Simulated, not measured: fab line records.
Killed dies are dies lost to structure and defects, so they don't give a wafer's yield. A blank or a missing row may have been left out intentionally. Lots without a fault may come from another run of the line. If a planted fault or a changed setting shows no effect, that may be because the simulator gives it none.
fab line records / flow nand-harc / part 2 of 2: steps 21 to 35 of 35
[record] lots = 5 wafers = 15 last-day = 33
route steps=1302 shown P_CONTACT@229 P_M0@253
lots with no fault: from the same line, run without faults
start-h: the number of hours between the record's first day and the start of the first shown wafer of the lot / wait-h: hours from the lot's prior step to this one / " same as the row above / L1.1+2: one row covering several wafers at once / - no value, or no start was given / * or withheld: withheld / < > ~ a bound
route shown NAME@n: a module of which the file shows steps, and the number in the route of the first / usual: mean/standard deviation taken from wafers without a fault / same: alike in all rows / chamber/n: place in a boat / sites: per-site readings / _std_site: the values' standard deviation / _edge_site: the outer-site mean with the inner-site mean subtracted / radius-mm: how far each site lies from the wafer's centre / mask NAME#n: copy n / behind: tool/chamber where the wafer was last shaped / hold: reason for holding the lot/hours on hold/outcome of the hold / device: the transistor (n, p or np) that didn't switch / end of line: tests run on the same wafers once the route is complete / step lacking rows: just its recipe / killed: count of dies lost to structure and defects at first sort (not the wafer's yield) / map: per-die view of a wafer (x killed, . not killed, _ where there is no die)
set.NAME: the setting as run; set.NAME@STEP: as run at that earlier step / model.NAME: the simulator's own value behind a step, which no gauge read
a table for each step, a row for each wafer; lots at some steps of the route
services: from which hour (start-h, from the record's first day; less than 0 if before it) a tool's chamber was out of use, for how many hours, and why
[[steps]]
[step NHARC_P_CONTACT_CMP_24]
[recipe] t-overpolish-s = 30 target-thk-nm = 200
[usual] motor-current-A = 12.1/1.2 overpolish-run-s = 30.002/0.0095 time-to-endpoint-s = 41.3/2.7
lot.wafer=L074.4 tool=cmp-01 chamber=2 start-h=126.50 wait-h=0.3 motor-current-A=11.8 overpolish-run-s=30.016 time-to-endpoint-s=43.2
lot.wafer=L074.3 tool=cmp-01 chamber=1 start-h=126.50 wait-h=0.3 motor-current-A=12.5 overpolish-run-s=30.020 time-to-endpoint-s=40.3
lot.wafer=L074.5 tool=cmp-01 chamber=2 start-h=126.50 wait-h=0.3 motor-current-A=11.9 overpolish-run-s=30.011 time-to-endpoint-s=41.4
lot.wafer=L084.4 tool=cmp-03 chamber=1 start-h=222.59 wait-h=0.4 motor-current-A=9.8 overpolish-run-s=30.010 time-to-endpoint-s=38.4
lot.wafer=L084.1 tool=cmp-03 chamber=2 start-h=222.59 wait-h=0.4 motor-current-A=12.5 overpolish-run-s=29.998 time-to-endpoint-s=38.9
lot.wafer=L084.2 tool=cmp-03 chamber=0 start-h=222.59 wait-h=0.4 motor-current-A=13.6 overpolish-run-s=30.006 time-to-endpoint-s=39.7
lot.wafer=L085.2 tool=cmp-03 chamber=2 start-h=225.47 wait-h=0.5 motor-current-A=11.8 overpolish-run-s=29.991 time-to-endpoint-s=40.2
lot.wafer=L085.1 tool=cmp-03 chamber=3 start-h=225.47 wait-h=0.5 motor-current-A=13.0 overpolish-run-s=30.005 time-to-endpoint-s=38.7
lot.wafer=L085.4 tool=cmp-03 chamber=0 start-h=225.47 wait-h=0.5 motor-current-A=13.1 overpolish-run-s=30.008 time-to-endpoint-s=41.8
lot.wafer=L095.2 tool=cmp-01 chamber=2 start-h=330.40 wait-h=0.6 motor-current-A=11.8 overpolish-run-s=30.006 time-to-endpoint-s=41.6
lot.wafer=L095.3 tool=cmp-01 chamber=3 start-h=330.40 wait-h=0.6 motor-current-A=10.5 overpolish-run-s=30.005 time-to-endpoint-s=43.0
lot.wafer=L095.6 tool=cmp-01 chamber=3 start-h=330.40 wait-h=0.6 motor-current-A=10.6 overpolish-run-s=30.004 time-to-endpoint-s=41.6
lot.wafer=L096.2 tool=cmp-02 chamber=2 start-h=334.84 wait-h=0.6 motor-current-A=12.9 overpolish-run-s=30.004 time-to-endpoint-s=41.6
lot.wafer=L096.5 tool=cmp-02 chamber=0 start-h=334.84 wait-h=0.6 motor-current-A=13.1 overpolish-run-s=30.004 time-to-endpoint-s=41.8
lot.wafer=L096.6 tool=cmp-02 chamber=1 start-h=334.84 wait-h=0.6 motor-current-A=12.8 overpolish-run-s=30.005 time-to-endpoint-s=39.7
[step NHARC_P_CONTACT_SRD_26]
lot.wafer=L074.4+3+5 tool=wet-bench-02 chamber=1,3,4 start-h=126.82 wait-h=0.0
lot.wafer=L084.1+4+2 tool=wet-bench-07 chamber=4,5,6 start-h=222.92 wait-h=0.0
lot.wafer=L085.1+4+2 tool=wet-bench-07 chamber=7,0,2 start-h=225.79 wait-h=0.0
lot.wafer=L095.3+6+2 tool=wet-bench-02 chamber=4,6,7 start-h=330.72 wait-h=0.0
lot.wafer=L096.5+2+6 tool=wet-bench-07 chamber=4,5,6 start-h=335.11 wait-h=0.0
[step NHARC_P_CONTACT_INSPECT_27]
[usual] raw-defect-count = 292/110
lot.wafer=L074.3 tool=defect-inspect-02 chamber=- start-h=126.91 wait-h=0.1 raw-defect-count=162
lot.wafer=L074.4 tool=defect-inspect-02 chamber=- start-h=126.91 wait-h=0.1 raw-defect-count=294
lot.wafer=L074.5 tool=defect-inspect-02 chamber=- start-h=126.91 wait-h=0.1 raw-defect-count=203
lot.wafer=L084.1 tool=defect-inspect-01 chamber=- start-h=223.00 wait-h=0.1 raw-defect-count=257
lot.wafer=L084.2 tool=defect-inspect-01 chamber=- start-h=223.00 wait-h=0.1 raw-defect-count=259
lot.wafer=L084.4 tool=defect-inspect-01 chamber=- start-h=223.00 wait-h=0.1 raw-defect-count=266
lot.wafer=L085.1 tool=defect-inspect-01 chamber=- start-h=225.87 wait-h=0.1 raw-defect-count=240
lot.wafer=L085.2 tool=defect-inspect-01 chamber=- start-h=225.87 wait-h=0.1 raw-defect-count=224
lot.wafer=L085.4 tool=defect-inspect-01 chamber=- start-h=225.87 wait-h=0.1 raw-defect-count=234
lot.wafer=L095.2 tool=defect-inspect-01 chamber=- start-h=330.81 wait-h=0.1 raw-defect-count=210
lot.wafer=L095.3 tool=defect-inspect-01 chamber=- start-h=330.81 wait-h=0.1 raw-defect-count=291
lot.wafer=L095.6 tool=defect-inspect-01 chamber=- start-h=330.81 wait-h=0.1 raw-defect-count=405
lot.wafer=L096.2 tool=defect-inspect-02 chamber=- start-h=335.19 wait-h=0.1 raw-defect-count=220
lot.wafer=L096.5 tool=defect-inspect-02 chamber=- start-h=335.19 wait-h=0.1 raw-defect-count=155
lot.wafer=L096.6 tool=defect-inspect-02 chamber=- start-h=335.19 wait-h=0.1 raw-defect-count=319
[step NHARC_P_M0_DEP_00]
[recipe] target-thk-a = 1500 target-thk-nm = 150 temp-c = withheld pressure-torr = 5 flow-sccm = 200 rf-w = 600 material = SiOC
[usual] rf-fwd-power-W = 598.6/1.7
lot.wafer=L074.3 tool=pecvd-04 chamber=2 start-h=127.06 wait-h=0.2 rf-fwd-power-W=598.2
lot.wafer=L074.5 tool=pecvd-04 chamber=0 start-h=127.06 wait-h=0.2 rf-fwd-power-W=595.0
lot.wafer=L074.4 tool=pecvd-04 chamber=1 start-h=127.06 wait-h=0.2 rf-fwd-power-W=601.4
lot.wafer=L084.2 tool=pecvd-03 chamber=2 start-h=223.07 wait-h=0.1 rf-fwd-power-W=596.5
lot.wafer=L084.1 tool=pecvd-03 chamber=1 start-h=223.07 wait-h=0.1 rf-fwd-power-W=597.8
lot.wafer=L084.4 tool=pecvd-03 chamber=1 start-h=223.07 wait-h=0.1 rf-fwd-power-W=598.9
lot.wafer=L085.2 tool=pecvd-03 chamber=1 start-h=225.98 wait-h=0.1 rf-fwd-power-W=598.2
lot.wafer=L085.1 tool=pecvd-03 chamber=2 start-h=225.98 wait-h=0.1 rf-fwd-power-W=595.5
lot.wafer=L085.4 tool=pecvd-03 chamber=0 start-h=225.98 wait-h=0.1 rf-fwd-power-W=599.7
lot.wafer=L095.3 tool=pecvd-04 chamber=1 start-h=330.92 wait-h=0.1 rf-fwd-power-W=598.8
lot.wafer=L095.2 tool=pecvd-04 chamber=2 start-h=330.92 wait-h=0.1 rf-fwd-power-W=602.1
lot.wafer=L095.6 tool=pecvd-04 chamber=2 start-h=330.92 wait-h=0.1 rf-fwd-power-W=596.6
lot.wafer=L096.2 tool=pecvd-02 chamber=2 start-h=335.35 wait-h=0.2 rf-fwd-power-W=600.0
lot.wafer=L096.5 tool=pecvd-02 chamber=0 start-h=335.35 wait-h=0.2 rf-fwd-power-W=600.0
lot.wafer=L096.6 tool=pecvd-02 chamber=2 start-h=335.35 wait-h=0.2 rf-fwd-power-W=598.6
[step NHARC_P_M0_DEHYDRATE_01]
[recipe] temp-c = 150 time-s = 120
lot.wafer=L074.3+4+5 tool=litho-track-04 chamber=0 start-h=127.38 wait-h=-
lot.wafer=L084.1+2+4 tool=litho-track-06 chamber=0 start-h=223.47 wait-h=-
lot.wafer=L085.1+2+4 tool=litho-track-06 chamber=0 start-h=226.34 wait-h=-
lot.wafer=L095.2+3+6 tool=litho-track-06 chamber=0 start-h=331.28 wait-h=-
lot.wafer=L096.2+5+6 tool=litho-track-04 chamber=0 start-h=335.66 wait-h=-
[step NHARC_P_M0_HMDS_02]
[recipe] time-s = 30
lot.wafer=L074.3+4+5 tool=litho-track-04 chamber=0 start-h=- wait-h=-
lot.wafer=L084.1+2+4 tool=litho-track-06 chamber=0 start-h=- wait-h=-
lot.wafer=L085.1+2+4 tool=litho-track-06 chamber=0 start-h=- wait-h=-
lot.wafer=L095.2+3+6 tool=litho-track-06 chamber=0 start-h=- wait-h=-
lot.wafer=L096.2+5+6 tool=litho-track-04 chamber=0 start-h=- wait-h=-
[step NHARC_P_M0_COAT_33]
[recipe] temp-c = 200 time-s = 65
lot.wafer=L074.3+4+5 tool=litho-track-04 chamber=0 start-h=- wait-h=-
lot.wafer=L084.1+2+4 tool=litho-track-06 chamber=0 start-h=- wait-h=-
lot.wafer=L085.1+2+4 tool=litho-track-06 chamber=0 start-h=- wait-h=-
lot.wafer=L095.2+3+6 tool=litho-track-06 chamber=0 start-h=- wait-h=-
lot.wafer=L096.2+5+6 tool=litho-track-04 chamber=0 start-h=- wait-h=-
[step NHARC_P_M0_COAT_03]
[recipe] spin-rpm = 1500 resist-thk-nm = 90
lot.wafer=L074.3+4+5 tool=litho-track-04 chamber=0 start-h=- wait-h=-
lot.wafer=L084.1+2+4 tool=litho-track-06 chamber=0 start-h=- wait-h=-
lot.wafer=L085.1+2+4 tool=litho-track-06 chamber=0 start-h=- wait-h=-
lot.wafer=L095.2+3+6 tool=litho-track-06 chamber=0 start-h=- wait-h=-
lot.wafer=L096.2+5+6 tool=litho-track-04 chamber=0 start-h=- wait-h=-
[step NHARC_P_M0_SOFTBAKE_04]
[recipe] temp-c = 105 time-s = 55
lot.wafer=L074.3+4+5 tool=litho-track-04 chamber=0 start-h=- wait-h=-
lot.wafer=L084.1+2+4 tool=litho-track-06 chamber=0 start-h=- wait-h=-
lot.wafer=L085.1+2+4 tool=litho-track-06 chamber=0 start-h=- wait-h=-
lot.wafer=L095.2+3+6 tool=litho-track-06 chamber=0 start-h=- wait-h=-
lot.wafer=L096.2+5+6 tool=litho-track-04 chamber=0 start-h=- wait-h=-
[step NHARC_P_M0_EBR_05]
lot.wafer=L074.3+4+5 tool=litho-track-04 chamber=0 start-h=- wait-h=-
lot.wafer=L084.1+2+4 tool=litho-track-06 chamber=0 start-h=- wait-h=-
lot.wafer=L085.1+2+4 tool=litho-track-06 chamber=0 start-h=- wait-h=-
lot.wafer=L095.2+3+6 tool=litho-track-06 chamber=0 start-h=- wait-h=-
lot.wafer=L096.2+5+6 tool=litho-track-04 chamber=0 start-h=- wait-h=-
[step NHARC_P_M0_EXPOSE_06]
[recipe] na = 1.35 target-cd-nm = 90 dose-mj = 81.28 mask-id = P_M0
lot.wafer=L074.3+4+5 tool=arfi-scanner-01 chamber=0 start-h=127.68 wait-h=- mask=P_M0#0
lot.wafer=L084.1+2+4 tool=arfi-scanner-03 chamber=0 start-h=223.76 wait-h=- mask=P_M0#0
lot.wafer=L085.1+2+4 tool=arfi-scanner-02 chamber=0 start-h=226.63 wait-h=- mask=P_M0#0
lot.wafer=L095.2+3+6 tool=arfi-scanner-01 chamber=0 start-h=331.45 wait-h=- mask=P_M0#0
lot.wafer=L096.2+5+6 tool=arfi-scanner-03 chamber=0 start-h=335.95 wait-h=- mask=P_M0#0
[step NHARC_P_M0_PEB_07]
[recipe] peb-temp-c = 100 peb-time-s = 65
[same] peb-time-s = 65
lot.wafer=L074.3+4+5 tool=litho-track-01 chamber=0 start-h=127.73 wait-h=0.0
lot.wafer=L084.1+2+4 tool=litho-track-01 chamber=0 start-h=223.82 wait-h=0.1
lot.wafer=L085.1+2+4 tool=litho-track-01 chamber=0 start-h=226.69 wait-h=0.1
lot.wafer=L095.2+3+6 tool=litho-track-04 chamber=0 start-h=331.50 wait-h=0.1
lot.wafer=L096.2+5+6 tool=litho-track-06 chamber=0 start-h=336.01 wait-h=0.1
[step NHARC_P_M0_DEVELOP_08]
[recipe] develop-time-s = 35 dev-temp-c = 23
lot.wafer=L074.3+4+5 tool=litho-track-01 chamber=0 start-h=- wait-h=-
lot.wafer=L084.1+2+4 tool=litho-track-01 chamber=0 start-h=- wait-h=-
lot.wafer=L085.1+2+4 tool=litho-track-01 chamber=0 start-h=- wait-h=-
lot.wafer=L095.2+3+6 tool=litho-track-04 chamber=0 start-h=- wait-h=-
lot.wafer=L096.2+5+6 tool=litho-track-06 chamber=0 start-h=- wait-h=-
[step NHARC_P_M0_CD_MEAS_09]
[recipe] target-cd-nm = 90 landing-energy-ev = 500
[usual] cd-nm = 90.1/0.77
lot.wafer=L074.3 tool=cd-sem-01 chamber=0 start-h=127.81 wait-h=- cd-nm=88.3
lot.wafer=L074.4 tool=cd-sem-01 chamber=0 start-h=127.81 wait-h=- cd-nm=89.0
lot.wafer=L074.5 tool=cd-sem-01 chamber=0 start-h=127.81 wait-h=- cd-nm=89.2
lot.wafer=L084.1 tool=cd-sem-02 chamber=0 start-h=223.90 wait-h=- cd-nm=91.5
lot.wafer=L084.2 tool=cd-sem-02 chamber=0 start-h=223.90 wait-h=- cd-nm=89.9
lot.wafer=L084.4 tool=cd-sem-02 chamber=0 start-h=223.90 wait-h=- cd-nm=89.6
lot.wafer=L085.1 tool=cd-sem-01 chamber=0 start-h=226.77 wait-h=- cd-nm=89.0
lot.wafer=L085.2 tool=cd-sem-01 chamber=0 start-h=226.77 wait-h=- cd-nm=89.6
lot.wafer=L085.4 tool=cd-sem-01 chamber=0 start-h=226.77 wait-h=- cd-nm=88.7
lot.wafer=L095.2 tool=cd-sem-02 chamber=0 start-h=331.58 wait-h=- cd-nm=90.0
lot.wafer=L095.3 tool=cd-sem-02 chamber=0 start-h=331.58 wait-h=- cd-nm=91.2
lot.wafer=L095.6 tool=cd-sem-02 chamber=0 start-h=331.58 wait-h=- cd-nm=91.3
lot.wafer=L096.2 tool=cd-sem-02 chamber=0 start-h=336.09 wait-h=- cd-nm=89.2
lot.wafer=L096.5 tool=cd-sem-02 chamber=0 start-h=336.09 wait-h=- cd-nm=88.9
lot.wafer=L096.6 tool=cd-sem-02 chamber=0 start-h=336.09 wait-h=- cd-nm=89.0
[step NHARC_P_M0_OVL_MEAS_10]
[recipe] pitch-nm = 180
[usual] overlay-x-nm = 0.1/0.73 overlay-y-nm = 0.0/0.79
lot.wafer=L074.3 tool=overlay-01 chamber=- start-h=127.89 wait-h=- overlay-x-nm=0.0 overlay-y-nm=1.5
lot.wafer=L074.4 tool=overlay-01 chamber=- start-h=127.89 wait-h=- overlay-x-nm=-0.3 overlay-y-nm=1.7
lot.wafer=L074.5 tool=overlay-01 chamber=- start-h=127.89 wait-h=- overlay-x-nm=-0.1 overlay-y-nm=1.8
lot.wafer=L084.1 tool=overlay-01 chamber=- start-h=223.99 wait-h=- overlay-x-nm=-0.9 overlay-y-nm=0.1
lot.wafer=L084.2 tool=overlay-01 chamber=- start-h=223.99 wait-h=- overlay-x-nm=-1.5 overlay-y-nm=0.7
lot.wafer=L084.4 tool=overlay-01 chamber=- start-h=223.99 wait-h=- overlay-x-nm=-1.8 overlay-y-nm=0.2
lot.wafer=L085.1 tool=overlay-02 chamber=- start-h=226.86 wait-h=- overlay-x-nm=1.8 overlay-y-nm=0.3
lot.wafer=L085.2 tool=overlay-02 chamber=- start-h=226.86 wait-h=- overlay-x-nm=1.9 overlay-y-nm=0.6
lot.wafer=L085.4 tool=overlay-02 chamber=- start-h=226.86 wait-h=- overlay-x-nm=1.7 overlay-y-nm=0.3
lot.wafer=L095.2 tool=overlay-02 chamber=- start-h=331.67 wait-h=- overlay-x-nm=1.7 overlay-y-nm=0.9
lot.wafer=L095.3 tool=overlay-02 chamber=- start-h=331.67 wait-h=- overlay-x-nm=0.9 overlay-y-nm=0.6
lot.wafer=L095.6 tool=overlay-02 chamber=- start-h=331.67 wait-h=- overlay-x-nm=0.4 overlay-y-nm=0.5
lot.wafer=L096.2 tool=overlay-02 chamber=- start-h=336.18 wait-h=- overlay-x-nm=-0.1 overlay-y-nm=-0.2
lot.wafer=L096.5 tool=overlay-02 chamber=- start-h=336.18 wait-h=- overlay-x-nm=-0.5 overlay-y-nm=0.6
lot.wafer=L096.6 tool=overlay-02 chamber=- start-h=336.18 wait-h=- overlay-x-nm=-0.1 overlay-y-nm=-0.2
[[services]]
tool=rie-diel-10 chamber=0 start-h=125.93 hours=3.5 kind=repair
tool=rie-diel-10 chamber=- start-h=127.02 hours=13.3 kind=repair
tool=arfi-scanner-02 chamber=- start-h=140.00 hours=4.0 kind=pm
tool=pvd-sputter-01 chamber=- start-h=141.20 hours=0.8 kind=repair
tool=pvd-sputter-03 chamber=- start-h=153.36 hours=22.0 kind=repair
tool=litho-track-01 chamber=- start-h=155.00 hours=7.0 kind=pm
tool=wet-bench-07 chamber=- start-h=160.00 hours=8.0 kind=pm
tool=rie-diel-10 chamber=2 start-h=160.15 hours=16.9 kind=repair
tool=pvd-sputter-03 chamber=- start-h=175.37 hours=10.0 kind=pm
tool=wet-bench-07 chamber=- start-h=178.26 hours=6.8 kind=repair
tool=litho-track-06 chamber=- start-h=179.00 hours=7.0 kind=pm
tool=rie-diel-08 chamber=3 start-h=184.47 hours=3.8 kind=repair
tool=rie-diel-08 chamber=- start-h=190.80 hours=9.0 kind=pm
tool=arfi-scanner-02 chamber=- start-h=194.71 hours=0.9 kind=repair
tool=litho-track-04 chamber=- start-h=203.00 hours=7.0 kind=pm
tool=rie-diel-10 chamber=0 start-h=204.64 hours=2.4 kind=repair
tool=rie-diel-08 chamber=3 start-h=211.20 hours=6.9 kind=repair
tool=pvd-sputter-01 chamber=- start-h=226.00 hours=10.0 kind=pm
tool=wet-bench-02 chamber=- start-h=236.79 hours=8.0 kind=pm
tool=rie-diel-10 chamber=- start-h=242.59 hours=9.0 kind=pm
tool=pvd-sputter-01 chamber=- start-h=275.33 hours=1.6 kind=repair
tool=rie-diel-10 chamber=0 start-h=312.85 hours=10.2 kind=repair
tool=litho-track-01 chamber=- start-h=330.00 hours=7.0 kind=pm
tool=wet-bench-07 chamber=- start-h=336.00 hours=8.0 kind=pm
